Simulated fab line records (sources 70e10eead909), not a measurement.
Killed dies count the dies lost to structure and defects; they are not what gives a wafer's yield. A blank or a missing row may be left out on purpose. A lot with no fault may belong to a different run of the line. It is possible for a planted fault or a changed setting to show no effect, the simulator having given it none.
Chamber matching ; flow nand-harc ; NHARC_A_STAIRCASE_DESCUM_291 on rie-diel-09 has 4 sister chambers
The step chemistry O2, time 3 s. 8 wafers are shown with their chamber, then 8 later ones without.

## WAFERS WITH THEIR CHAMBER
wafer;chamber;drypump-motor-current-A (A);showerhead-plenum-p-Torr (Torr)
L074.3;0;5.8;1.85
L081.3;2;4.9;1.95
L081.4;1;5.6;1.92
L081.5;3;6.5;1.98
L082.1;1;5.5;1.92
L082.2;0;5.8;1.84
L082.3;2;4.9;1.94
L089.1;3;6.5;1.97

## WAFERS WHOSE CHAMBER IS MISSING
wafer;drypump-motor-current-A (A);showerhead-plenum-p-Torr (Torr)
L089.2;5.8;1.84
L089.6;5.8;1.84
L093.2;4.9;1.93
L093.3;5.6;1.91
L093.5;5.8;1.83
L097.2;6.4;1.96
L097.4;4.9;1.93
L097.6;5.6;1.90

## WHICH CHAMBER EACH WENT THROUGH
wafer;from the rows above;in truth
L089.2;0;0
L089.6;0;0
L093.2;2;2
L093.3;1;1
L093.5;0;0
L097.2;3;3
L097.4;2;2
L097.6;1;1
8 of 8 placed correctly. Left unplaced by these rows: 0. 0 placed wrongly.
How it was worked out, from the rows above alone: a wafer's distance from a chamber is the root of the sum, over the readings, of the square of ((its reading less the chamber's mean) divided by the reading's scatter). If the next closest chamber is less than 2 further off than the closest, the wafer can't be placed; otherwise it belongs to the closest. The mean given for a chamber averages the wafers shown for that chamber. The scatter is the square root of a quotient: the sum, over the shown wafers, of each reading's squared deviation from its chamber's mean, divided by wafers minus chambers.
